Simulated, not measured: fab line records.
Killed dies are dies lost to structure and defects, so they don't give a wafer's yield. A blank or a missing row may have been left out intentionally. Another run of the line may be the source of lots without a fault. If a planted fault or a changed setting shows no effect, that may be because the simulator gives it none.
Code-filled problem report in 8D (eight disciplines) form ; flow n5Finfet ; the parts of the form that need people (team, actions taken, sign-off) are left out

1. THE PROBLEM
plateTempC at N5_DUMMY_GATE_COAT_28 reads a mean of 193.96 C on 6 wafers of 2 lots; wafers without a fault read 204.99 C with a standard deviation of 0.16. Measured from the usual mean, that is -69 standard deviations.
The step: time 60 s, resist thk 10 nm.
Earliest sighting: wafer L931.1 on lithoTrack-03 at day 7 17:08. At this step, 36 wafers from 12 lots have a number in the record. Rule for "out", or "out of limits": more than 4 standard deviations from the usual mean. The rest of the wafers with a number are treated as sound.

2. WHAT IT IS, WHAT IT ISN'T
question;is;is not
which readings at this step;plateTempC, heaterPowerTotalW;-
which lots;L931, L934;L914, L915, L916, L918, L919, L920, L923, L927, L928, L933
which wafers of those lots;all that have a number;-
read on which tools;lithoTrack-03;lithoTrack-01, lithoTrack-04
when;from day 7 17:08;"up to then (27 sound wafers); but 3 sound wafers of L933 came after"

3. SUSPECTS, AND WHAT RULES EACH OUT
Counting: any tool at a process step up to the reading is kept as a suspect provided that every lot that is out went through it and no sound lot did after the first of them.
- plasmaAsher-02 at N5_STI_FIN_REVEAL_OXIDATION_31 (chemistry O2 PLASMA REMOTE, time 20 s): ruled out as a lasting fault. After its first lot that is out, L931 (day 7 06:10), sound lots L933 ran on it.
- lithoTrack-03 at N5_DUMMY_GATE_COAT_28 (time 60 s, resist thk 10 nm): kept. All lots that are out passed through it, beginning with L931 at day 7 17:08, and no sound lot followed; its final sound lot before that point was L927 at day 6 15:44. On those wafers its own readings are out: heaterPowerTotalW, plateTempC.
Left after counting: lithoTrack-03 at N5_DUMMY_GATE_COAT_28.

4. THE CAUSE (what the simulator had put in)
Process parameters drifting: lithoTrack-03 at N5_DUMMY_GATE_COAT_28, beginning at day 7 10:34. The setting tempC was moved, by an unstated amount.
Only this tool survived the counting.

5. THE CHAIN OF EFFECTS, in route order
Each row: a reading where the mean over the struck wafers with a number is more than 3 standard deviations away from the usual. Readings are gone through only where the record gives a usual standard deviation; hours: the median, over the lots, of the time from a lot's start at the first step in this table giving one to that lot's start at this step; sigmas: the change measured in usual standard deviations.
hours;step;reading;usual;on struck wafers;change;sigmas
0;N5_DUMMY_GATE_COAT_28;heaterPowerTotalW;391.5 W;365.4;-26.1;-20
0;N5_DUMMY_GATE_COAT_28;plateTempC;204.99 C;193.96;-11.03;-69
Its process steps:
- N5_DUMMY_GATE_COAT_28: time 60 s, resist thk 10 nm.

6. HOW IT WOULD HAVE BEEN CAUGHT EARLIER
The fault began at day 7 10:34; the first out-of-limits reading in this record came at day 7 17:08, 7 hours later.
